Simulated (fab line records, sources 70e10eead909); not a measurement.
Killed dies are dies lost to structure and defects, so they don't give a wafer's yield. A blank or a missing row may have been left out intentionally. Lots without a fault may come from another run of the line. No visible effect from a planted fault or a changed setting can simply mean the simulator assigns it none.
fab line records ; flow nand_harc ; part 2 of 2: steps 22 to 29 of 29
record: lots: 5; wafers: 15; last_day: 34
route steps=1302 shown A_STAIRCASE@809
lots untouched by any fault: they come from a run of this same line in which no faults occurred
start_h: the number of hours between the record's first day and the start of the first shown wafer of the lot ; wait_h: hours elapsed since this lot's preceding step ; " identical to the entry in the row above ; L1.1+2: a single row standing in for several wafers ; - no value, or no start given ; * or withheld: withheld ; < > ~ a bound
route shown NAME@n: NAME is a module with steps in the file, n the number in the route of the first one ; usual: mean and standard deviation over wafers with no fault ; same: alike in all rows ; chamber/n: place in a boat ; sites: each site's reading ; _std_site: how widely they spread, as a standard deviation ; _edge_site: the outer-site mean with the inner-site mean subtracted ; radius_mm: how far each site lies from the wafer's centre ; mask NAME#n: copy n ; behind: tool/chamber where the wafer was last shaped ; hold: what put the lot on hold/how long, in hours/how the hold closed ; device: whichever transistor did not switch (one of n, p or np) ; end of line: the route-end tests of the same wafers ; for a step that has no rows: nothing shown but its recipe ; killed: count of dies lost to structure and defects at first sort (not the wafer's yield) ; map: a wafer's dies, x killed, . not, _ none there
set.NAME: the run value of the setting; set.NAME@STEP: its run value at that earlier step ; model.NAME: the simulator's own value behind a step, which no gauge read
lots seen at some steps along the route; tables by step, rows by wafer
services: the hour from which a tool's chamber was out of use, counted from the record's first day as start_h (under 0 if before that day), plus the number of hours and why
== steps ==
step: NHARC_A_STAIRCASE_HM_OPEN_463
recipe: o2_flow_sccm: 400; cos_flow_sccm: 20; ar_flow_sccm: 0; rf_w: 500; bias_w: 300; chemistry: O2/COS
usual: drypump_motor_current_A: 5.8/0.57; oes_product_au: 0.998/0.0075; rf_vpp_V: 467/3.2; showerhead_plenum_p_Torr: 3.11/0.15; throttle_valve_pct: 28.330/0.0092
lot.wafer;tool;chamber;start_h;wait_h;drypump_motor_current_A;oes_product_au;rf_hours_counter_h;rf_vpp_V;showerhead_plenum_p_Torr;throttle_valve_pct
L082.4;rie_diel-04;0;-;-;6.1;0.997;49;462;2.91;28.328
L082.3;rie_diel-04;2;-;-;6.3;0.995;41;466;3.01;28.337
L082.5;rie_diel-04;1;-;-;6.8;0.996;-;468;3.20;28.340
L088.1;rie_diel-07;1;-;-;6.1;1.009;16;470;3.30;28.339
L088.3;rie_diel-07;2;-;-;6.5;1.008;16;468;3.12;28.335
L088.6;rie_diel-07;2;-;-;6.5;0.996;-;467;3.12;28.341
L090.1;rie_diel-02;2;-;-;5.4;0.998;48;462;2.92;28.328
L090.5;rie_diel-02;0;-;-;4.9;1.000;-;472;3.35;28.327
L090.6;rie_diel-02;1;-;-;5.7;0.998;-;464;2.99;28.331
L097.2;rie_diel-07;1;-;-;6.1;1.013;48;471;3.29;28.343
L097.3;rie_diel-07;2;-;-;6.5;1.008;46;468;3.11;28.330
L097.6;rie_diel-07;3;-;-;5.1;0.994;-;464;3.00;28.327
L096.3;rie_diel-04;3;-;-;6.0;0.997;30;465;3.01;28.324
L096.1;rie_diel-04;0;-;-;6.0;1.000;30;472;3.36;28.330
L096.4;rie_diel-04;1;-;-;6.8;1.001;30;468;3.18;28.333
step: NHARC_A_STAIRCASE_STRIP_464
recipe: o2_flow_sccm: 400; cos_flow_sccm: 20; ar_flow_sccm: 0; bias_w: 0; chemistry: O2/COS
lot.wafer;tool;chamber;start_h;wait_h
L082.4+3+5;rie_diel-04;1,2,0;-;-
L088.1+3+6;rie_diel-07;1,2,1;-;-
L090.1+6+5;rie_diel-02;1,3,0;-;-
L097.3+2+6;rie_diel-07;2,0,2;-;-
L096.4+3+1;rie_diel-04;1,2,0;-;-
step: NHARC_A_STAIRCASE_ETCH_453
recipe: target_depth_a: 300; overetch_a: 30; time_s: 16.5; ion_energy_ev: 100; cf4_flow_sccm: 80; o2_flow_sccm: 20; ar_flow_sccm: 0; rf_w: 300; bias_w: 100; chemistry: CF4/O2
usual: drypump_motor_current_A: 5.7/0.54; oes_product_au: 0.997/0.0082; rf_vpp_V: 197.5/1.5; showerhead_plenum_p_Torr: 1.33/0.066; throttle_valve_pct: 13.396/0.0089
lot.wafer;tool;chamber;start_h;wait_h;drypump_motor_current_A;oes_product_au;rf_hours_counter_h;rf_vpp_V;showerhead_plenum_p_Torr;throttle_valve_pct
L082.4;rie_diel-04;0;-;-;6.0;0.994;49;195.5;1.24;13.405
L082.3;rie_diel-04;1;-;-;6.7;0.996;45;197.7;1.37;13.393
L082.5;rie_diel-04;0;-;-;6.0;1.003;-;196.3;1.24;13.391
L088.3;rie_diel-07;2;-;-;6.5;1.005;17;198.1;1.33;13.421
L088.1;rie_diel-07;1;-;-;6.1;0.991;17;200.5;1.42;13.411
L088.6;rie_diel-07;3;-;-;5.1;0.983;-;198.3;1.28;13.398
L090.1;rie_diel-02;3;-;-;5.4;0.983;53;197.8;1.31;13.393
L090.5;rie_diel-02;1;-;-;5.7;0.984;-;196.2;1.28;13.385
L090.6;rie_diel-02;2;-;-;5.4;0.988;-;195.5;1.25;13.396
L097.3;rie_diel-07;0;-;-;6.0;1.013;41;198.1;1.34;13.405
L097.2;rie_diel-07;3;-;-;5.1;1.004;42;197.2;1.28;13.391
L097.6;rie_diel-07;0;-;-;6.1;1.012;-;198.4;1.34;13.384
L096.4;rie_diel-04;3;-;-;6.0;1.008;31;196.6;1.29;13.381
L096.3;rie_diel-04;0;-;-;6.1;0.994;30;200.5;1.44;13.397
L096.1;rie_diel-04;2;-;-;6.3;1.009;29;197.5;1.27;13.401
step: NHARC_A_STAIRCASE_ETCH_315
recipe: target_depth_a: 25000; time_s: 607.1; ion_energy_ev: 800; c4f8_flow_sccm: 80; o2_flow_sccm: 60; ar_flow_sccm: withheld; rf_w: 600; bias_w: 3000; chemistry: C4F8/O2/Ar
usual: oes_product_au: 0.928/0.0092; rf_vpp_V: 1825/12
lot.wafer;tool;chamber;start_h;wait_h;oes_product_au;rf_hours_counter_h;rf_vpp_V
L082.4;rie_diel-04;0;-;-;0.930;50;1810
L082.3;rie_diel-04;1;-;-;0.934;45;1833
L082.5;rie_diel-04;1;-;-;0.934;-;1832
L088.1;rie_diel-07;1;-;-;0.923;17;1842
L088.3;rie_diel-07;2;-;-;0.926;17;1827
L088.6;rie_diel-07;1;-;-;0.928;-;1843
L090.1;rie_diel-02;3;-;-;0.930;53;1822
L090.6;rie_diel-02;0;-;-;0.923;-;1844
L090.5;rie_diel-02;1;-;-;0.921;-;1816
L097.2;rie_diel-07;0;-;-;0.926;41;1829
L097.3;rie_diel-07;1;-;-;0.933;48;1840
L097.6;rie_diel-07;3;-;-;0.931;-;1817
L096.4;rie_diel-04;0;-;-;0.928;31;1847
L096.3;rie_diel-04;2;-;-;0.934;29;1815
L096.1;rie_diel-04;3;-;-;0.930;31;1817
step: NHARC_A_STAIRCASE_STRIP_316
recipe: o2_flow_sccm: 500; ar_flow_sccm: 0; bias_w: 0; chemistry: O2
usual: drypump_motor_current_A: 5.8/0.53; oes_product_au: 0.997/0.0083; rf_vpp_V: 57.8/0.91; showerhead_plenum_p_Torr: 3.50/0.16; throttle_valve_pct: 17.036/0.0089
lot.wafer;tool;chamber;start_h;wait_h;drypump_motor_current_A;oes_product_au;rf_hours_counter_h;rf_vpp_V;showerhead_plenum_p_Torr;throttle_valve_pct
L082.4;rie_diel-04;2;-;-;6.4;0.999;42;58.5;3.40;17.031
L082.3;rie_diel-04;3;-;-;6.1;0.998;42;57.1;3.43;17.046
L082.5;rie_diel-04;2;-;-;6.3;1.008;-;57.2;3.40;17.029
L088.3;rie_diel-07;0;-;-;6.1;1.005;16;58.2;3.56;17.038
L088.1;rie_diel-07;3;-;-;5.1;1.000;18;56.7;3.40;17.041
L088.6;rie_diel-07;0;-;-;6.1;1.004;-;58.5;3.56;17.034
L090.1;rie_diel-02;0;-;-;4.9;1.008;51;59.8;3.78;17.042
L090.5;rie_diel-02;0;-;-;4.9;0.985;-;57.4;3.78;17.027
L090.6;rie_diel-02;1;-;-;5.7;0.993;-;58.8;3.39;17.035
L097.3;rie_diel-07;2;-;-;6.5;0.999;46;58.8;3.51;17.039
L097.2;rie_diel-07;0;-;-;6.1;0.996;41;58.1;3.55;17.019
L097.6;rie_diel-07;2;-;-;6.5;0.991;-;58.0;3.51;17.047
L096.3;rie_diel-04;3;-;-;6.0;0.990;31;55.6;3.40;17.024
L096.4;rie_diel-04;0;-;-;6.1;0.993;31;56.9;3.79;17.060
L096.1;rie_diel-04;1;-;-;6.8;0.997;31;57.0;3.59;17.033
step: NHARC_A_STAIRCASE_STRIP_317
recipe: time_s: 900; temp_c: 130; chemistry: SPM
usual: bath_heat_duty_pct: 14.5/1.5
lot.wafer;tool;chamber;start_h;wait_h;bath_heat_duty_pct
L082.5;wet_bench-09;1;484.99;-;13.8
L082.3;wet_bench-09;4;484.99;-;14.1
L082.4;wet_bench-09;6;484.99;-;13.7
L088.3;wet_bench-02;6;534.95;-;14.2
L088.6;wet_bench-02;7;534.95;-;14.2
L088.1;wet_bench-02;0;534.95;-;17.1
L090.6;wet_bench-06;0;557.76;-;14.3
L090.5;wet_bench-06;4;557.76;-;14.2
L090.1;wet_bench-06;5;557.76;-;17.2
L097.3;wet_bench-06;7;627.43;-;17.1
L097.2;wet_bench-06;1;627.43;-;14.4
L097.6;wet_bench-06;2;627.43;-;12.6
L096.1;wet_bench-06;5;629.93;-;16.3
L096.4;wet_bench-06;7;629.93;-;15.3
L096.3;wet_bench-06;0;629.93;-;13.5
step: NHARC_A_STAIRCASE_PRECLEAN_318
recipe: time_s: *; temp_c: 50; bath_age_min: 0; chemistry: SC1
usual: bath_heat_duty_pct: 7.0/0.77; sc1_h2o2_end_mol_l: 0.3699/0.00067
lot.wafer;tool;chamber;start_h;wait_h;bath_heat_duty_pct;sc1_h2o2_end_mol_l
L082.5;wet_bench-09;1;-;-;6.8;0.3707
L082.3;wet_bench-09;4;-;-;7.1;0.3700
L082.4;wet_bench-09;6;-;-;7.2;0.3699
L088.3;wet_bench-02;6;-;-;7.1;0.3696
L088.6;wet_bench-02;7;-;-;7.1;0.3695
L088.1;wet_bench-02;0;-;-;9.0;0.3697
L090.6;wet_bench-06;0;-;-;7.0;0.3700
L090.5;wet_bench-06;4;-;-;7.5;0.3701
L090.1;wet_bench-06;5;-;-;7.6;0.3694
L097.3;wet_bench-06;7;-;-;7.6;0.3690
L097.2;wet_bench-06;1;-;-;6.2;0.3703
L097.6;wet_bench-06;2;-;-;5.7;0.3703
L096.1;wet_bench-06;5;-;-;8.6;0.3695
L096.4;wet_bench-06;7;-;-;7.7;0.3697
L096.3;wet_bench-06;0;-;-;5.8;0.3685
step: NHARC_A_STAIRCASE_SRD_329
lot.wafer;tool;chamber;start_h;wait_h
L082.5+3+4;wet_bench-09;1,4,6;-;-
L088.3+6+1;wet_bench-02;6,7,0;-;-
L090.6+5+1;wet_bench-06;0,4,5;-;-
L097.3+2+6;wet_bench-06;7,1,2;-;-
L096.1+4+3;wet_bench-06;5,7,0;-;-
== services ==
tool;chamber;start_h;hours;kind
rie_diel-07;-;473.40;9.0;pm
litho_track-05;-;474.00;7.0;pm
rie_diel-02;1;479.20;9.0;repair
krf_scanner-01;-;484.00;4.0;pm
acl_dep-03;-;488.61;13.0;pm
pecvd-03;0;493.00;6.9;repair
krf_scanner-01;-;495.60;0.6;repair
rie_diel-07;-;510.32;0.1;repair
krf_scanner-04;-;526.00;4.0;pm
wet_bench-09;-;528.82;8.0;pm
rie_diel-04;-;533.09;9.0;pm
rie_diel-02;2;543.98;5.1;repair
rie_diel-07;0;544.77;7.0;repair
wet_bench-06;-;545.60;8.0;pm
pecvd-03;-;547.37;13.0;pm
acl_dep-01;-;554.38;13.0;pm
rie_diel-02;-;570.99;9.0;pm
litho_track-02;-;577.00;7.0;pm
pecvd-03;2;580.02;20.4;repair
pecvd-02;-;589.26;13.0;pm
wet_bench-09;-;591.99;3.5;repair
wet_bench-02;-;599.53;8.0;pm
rie_diel-04;-;611.73;0.7;repair
rie_diel-02;3;618.59;2.6;repair
